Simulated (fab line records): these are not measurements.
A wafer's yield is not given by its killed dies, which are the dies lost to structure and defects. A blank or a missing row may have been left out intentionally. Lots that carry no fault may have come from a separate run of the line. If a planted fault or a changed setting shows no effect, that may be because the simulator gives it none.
Lot-split experiment + flow n5Finfet + 21 wafers read from 7 lots, route of 1938 steps

## ABOUT THE SPLIT
At N5_PASSIVATION_EXPOSE_27 (exposes mask PAD, defocus 0 nm), the setting doseMj was moved away from the recipe's 32.3 on 7 of the 21 wafers read, by -7.2% to -2.4%. For the rest of the wafers, this setting stayed at what the recipe calls for.

## FROM THE SPLIT TO THE READING: what the file shows between them, 3 steps
- N5_PASSIVATION_PEB_28
- N5_PASSIVATION_DEVELOP_29: develop time 60 s
- N5_PASSIVATION_HARDBAKE_31: time 120 s

## THE READING
cdNm, in nm, at N5_PASSIVATION_CD_MEAS_30 (target cd 4000 nm). Typical for fault-free wafers on this fab line: 4000.4 nm, with standard deviation 1.6 nm.

| wafer  | tool, chamber at the split | doseMj as run | against the recipe | cdNm, nm | against lot-mates on the recipe |
|--------|----------------------------|---------------|--------------------|----------|---------------------------------|
| L077.1 | krfScanner-01, 0           | 32.3          | recipe             | 4000.1   | -                               |
| L077.2 | krfScanner-01, 0           | 29.98         | -7.2%              | 3988.5   | -11.6                           |
| L077.6 | krfScanner-01, 0           | 29.98         | -7.2%              | 3986.9   | -13.2                           |
| L080.1 | krfScanner-01, 0           | 32.3          | recipe             | 3997.6   | -                               |
| L080.3 | krfScanner-01, 0           | 32.3          | recipe             | 3997.0   | -                               |
| L080.4 | krfScanner-01, 0           | 32.3          | recipe             | 3998.9   | -                               |
| L081.1 | krfScanner-02, 0           | 30.45         | -5.7%              | 3988.4   | -12.6                           |
| L081.4 | krfScanner-02, 0           | 32.3          | recipe             | 4001.0   | -                               |
| L081.6 | krfScanner-02, 0           | 30.45         | -5.7%              | 3989.4   | -11.6                           |
| L086.1 | krfScanner-01, 0           | 32.3          | recipe             | 4000.8   | -                               |
| L086.3 | krfScanner-01, 0           | 32.3          | recipe             | 3998.1   | -                               |
| L086.5 | krfScanner-01, 0           | 32.3          | recipe             | 4001.8   | -                               |
| L090.2 | krfScanner-02, 0           | 32.3          | recipe             | 3998.9   | -                               |
| L090.3 | krfScanner-02, 0           | 30.74         | -4.8%              | 3992.5   | -6.4                            |
| L090.5 | krfScanner-02, 0           | 30.74         | -4.8%              | 3989.9   | -9.0                            |
| L092.2 | krfScanner-01, 0           | 31.53         | -2.4%              | 3996.4   | -3.7                            |
| L092.4 | krfScanner-01, 0           | 32.3          | recipe             | 4000.5   | -                               |
| L092.6 | krfScanner-01, 0           | 32.3          | recipe             | 3999.7   | -                               |
| L096.1 | krfScanner-01, 0           | 32.3          | recipe             | 4000.7   | -                               |
| L096.2 | krfScanner-01, 0           | 32.3          | recipe             | 3999.3   | -                               |
| L096.6 | krfScanner-01, 0           | 32.3          | recipe             | 3999.3   | -                               |

FIT RESULTS
A straight line over all 21 wafers: cdNm changes by +1.72 nm for each +1% of doseMj; r = +0.97; the points scatter about the line by 1.3 nm.
The same after taking each lot's own level away (the mean of its wafers on the recipe; 21 wafers): +1.81 nm for each +1%; r = +0.98; scatter 1.2 nm.
On that fit, the largest move of doseMj shifts the reading by 13 nm.
The span of the lots' own levels, 3997.83 to 4001.00 nm, comes to 2.0 times the standard deviation stated above.
So the lot-to-lot level changes the slope little: the two slopes agree.
Check: with one of the wafers moved furthest among these (-7.2%) left out of the fit, the line predicts -13.4 nm for it against its lot-mates. Against them it came out at -11.6 nm.

## THESE WAFERS: OTHER SPLITS
Note: prior to the reading, these wafers also went through further splits. Each is held against what the fit with the lots' levels taken away leaves over:
| other split on the same wafers    | wafers away from the commonest value | r with cdNm (lot level and that fit taken away) |
|-----------------------------------|--------------------------------------|-------------------------------------------------|
| N5_BEOL_M15_ETCH_61 timeS         | 6                                    | -0.16                                           |
| N5_MIM_BOT_LITHO_EXPOSE_05 doseMj | 6                                    | +0.23                                           |

## FILE'S OWN FIT
cdNm changes by +1.81 nm for each +1% of doseMj, r = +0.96.
